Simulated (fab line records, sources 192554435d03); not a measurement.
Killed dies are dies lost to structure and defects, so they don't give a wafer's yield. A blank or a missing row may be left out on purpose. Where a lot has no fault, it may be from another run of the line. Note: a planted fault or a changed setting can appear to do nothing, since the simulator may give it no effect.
Split-lot experiment || flow n5 finfet || 21 wafers read from 7 lots, route of 1938 steps

THE SPLIT ITSELF
At N5_PMOS_HMC_CHANNEL_EPI_PEB_07 (peb time 60 s), the setting peb time s was moved away from the recipe's 60 s on 9 of the 21 wafers read, by -11.5% to +22.2%. This setting was run at the recipe's value on the other wafers.

BETWEEN THE SPLIT AND THE READING: the file shows 1 step in between
- N5_PMOS_HMC_CHANNEL_EPI_DEVELOP_08: develop time 30 s (also split here: develop time s)

THE READING
At N5_PMOS_HMC_CHANNEL_EPI_CD_MEAS_09: cd nm in nanometres, against a target cd of 237.4 nm. On this fab line, fault-free wafers typically give 238.0 nm with a standard deviation of 1.3 nm.

{"wafer": "L079.3", "tool, chamber at the split": "litho track-04, 0", "peb time s as run, s": 60, "against the recipe": "recipe", "cd nm, nm": 235.7, "against lot-mates on the recipe": "-"}
{"wafer": "L079.4", "tool, chamber at the split": "litho track-04, 0", "peb time s as run, s": 64.94, "against the recipe": "+8.2%", "cd nm, nm": 239.7, "against lot-mates on the recipe": "+4.0"}
{"wafer": "L079.6", "tool, chamber at the split": "litho track-04, 0", "peb time s as run, s": 64.94, "against the recipe": "+8.2%", "cd nm, nm": 240.2, "against lot-mates on the recipe": "+4.5"}
{"wafer": "L081.1", "tool, chamber at the split": "litho track-04, 0", "peb time s as run, s": 65.16, "against the recipe": "+8.6%", "cd nm, nm": 240.4, "against lot-mates on the recipe": "+2.5"}
{"wafer": "L081.2", "tool, chamber at the split": "litho track-04, 0", "peb time s as run, s": 65.16, "against the recipe": "+8.6%", "cd nm, nm": 240.7, "against lot-mates on the recipe": "+2.8"}
{"wafer": "L081.4", "tool, chamber at the split": "litho track-04, 0", "peb time s as run, s": 60, "against the recipe": "recipe", "cd nm, nm": 237.9, "against lot-mates on the recipe": "-"}
{"wafer": "L088.1", "tool, chamber at the split": "litho track-04, 0", "peb time s as run, s": 73.31, "against the recipe": "+22.2%", "cd nm, nm": 244.8, "against lot-mates on the recipe": "+9.7"}
{"wafer": "L088.3", "tool, chamber at the split": "litho track-04, 0", "peb time s as run, s": 73.31, "against the recipe": "+22.2%", "cd nm, nm": 244.2, "against lot-mates on the recipe": "+9.1"}
{"wafer": "L088.4", "tool, chamber at the split": "litho track-04, 0", "peb time s as run, s": 60, "against the recipe": "recipe", "cd nm, nm": 235.1, "against lot-mates on the recipe": "-"}
{"wafer": "L091.2", "tool, chamber at the split": "litho track-03, 0", "peb time s as run, s": 65.57, "against the recipe": "+9.3%", "cd nm, nm": 241.4, "against lot-mates on the recipe": "+2.5"}
{"wafer": "L091.3", "tool, chamber at the split": "litho track-03, 0", "peb time s as run, s": 65.57, "against the recipe": "+9.3%", "cd nm, nm": 241.6, "against lot-mates on the recipe": "+2.7"}
{"wafer": "L091.5", "tool, chamber at the split": "litho track-03, 0", "peb time s as run, s": 60, "against the recipe": "recipe", "cd nm, nm": 238.9, "against lot-mates on the recipe": "-"}
{"wafer": "L094.3", "tool, chamber at the split": "litho track-02, 0", "peb time s as run, s": 60, "against the recipe": "recipe", "cd nm, nm": 238.7, "against lot-mates on the recipe": "-"}
{"wafer": "L094.4", "tool, chamber at the split": "litho track-02, 0", "peb time s as run, s": 60, "against the recipe": "recipe", "cd nm, nm": 240.1, "against lot-mates on the recipe": "-"}
{"wafer": "L094.6", "tool, chamber at the split": "litho track-02, 0", "peb time s as run, s": 60, "against the recipe": "recipe", "cd nm, nm": 238.7, "against lot-mates on the recipe": "-"}
{"wafer": "L095.2", "tool, chamber at the split": "litho track-02, 0", "peb time s as run, s": 60, "against the recipe": "recipe", "cd nm, nm": 236.8, "against lot-mates on the recipe": "-"}
{"wafer": "L095.3", "tool, chamber at the split": "litho track-02, 0", "peb time s as run, s": 53.11, "against the recipe": "-11.5%", "cd nm, nm": 233.3, "against lot-mates on the recipe": -4.3}
{"wafer": "L095.6", "tool, chamber at the split": "litho track-02, 0", "peb time s as run, s": 60, "against the recipe": "recipe", "cd nm, nm": 238.5, "against lot-mates on the recipe": "-"}
{"wafer": "L096.3", "tool, chamber at the split": "litho track-02, 0", "peb time s as run, s": 60, "against the recipe": "recipe", "cd nm, nm": 240.3, "against lot-mates on the recipe": "-"}
{"wafer": "L096.4", "tool, chamber at the split": "litho track-02, 0", "peb time s as run, s": 60, "against the recipe": "recipe", "cd nm, nm": 239.3, "against lot-mates on the recipe": "-"}
{"wafer": "L096.6", "tool, chamber at the split": "litho track-02, 0", "peb time s as run, s": 60, "against the recipe": "recipe", "cd nm, nm": 239.6, "against lot-mates on the recipe": "-"}

THE FIT
A straight line over all 21 wafers: cd nm changes by +0.302 nm for each +1% of peb time s; r = +0.87; the points scatter about the line by 1.3 nm.
The same after taking each lot's own level away (the mean of its wafers on the recipe; 21 wafers): +0.404 nm for each +1%; r = +0.98; scatter 0.72 nm.
The reading moves by 9 nm for the largest change in peb time s, on that fit.
Measured against the standard deviation above, the lots' own levels, which go from 235.10 to 239.73 nm, span 3.6 times it.
So the lot-to-lot level changes the slope: the two fits differ.
Check: +8.55 nm against its lot-mates is what the line predicts for one of the wafers moved furthest among these (+22.2%) when that wafer is left out of the fit. It came out at +9.7 nm against them.

OTHER SPLITS APPLIED TO THESE WAFERS
Note: prior to the reading, these wafers also went through further splits. Each is held against what the fit with the lots' levels taken away leaves over:
{"other split on the same wafers": "N5_ZERO_LAYER_PECVD_02 time s", "wafers away from the commonest value": 7, "r with cd nm (lot level and that fit taken away)": "+0.19"}
{"other split on the same wafers": "N5_ZERO_LAYER_EXPOSE_08 dose mj", "wafers away from the commonest value": 6, "r with cd nm (lot level and that fit taken away)": "+0.41"}
{"other split on the same wafers": "N5_PMOS_HMC_CHANNEL_EPI_DEVELOP_08 develop time s", "wafers away from the commonest value": 5, "r with cd nm (lot level and that fit taken away)": "+0.28"}

THE WHOLE CHAIN: every reading that the file lists as answering this split, in the file's order
{"step": "N5_PMOS_HMC_CHANNEL_EPI_CD_MEAS_09", "what it does": "target cd 237.4 nm", "reading": "cd nm", "change (the file's fit)": "+0.4 nm for each +1% of the setting", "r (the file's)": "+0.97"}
{"step": "N5_PMOS_HMC_CHANNEL_EPI_DESCUM_14", "what it does": "chemistry O2, time 7.9 s", "reading": "PMOS_HMC_CHANNEL_EPI.cd nm (the simulator's own value, which no gauge read)", "change (the file's fit)": "+0.399 nm for each +1% of the setting", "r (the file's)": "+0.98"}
{"step": "N5_PMOS_HMC_CHANNEL_EPI_ETCH_32", "what it does": "etches BARC in N2/H2, stops on SiO2, target depth 85.8 nm, time 50.3 s", "reading": "PMOS_HMC_CHANNEL_EPI.cd nm (the simulator's own value, which no gauge read)", "change (the file's fit)": "+0.387 nm for each +1% of the setting", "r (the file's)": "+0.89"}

FILE'S OWN FIT
cd nm changes by +0.4 nm for each +1% of peb time s, r = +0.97.
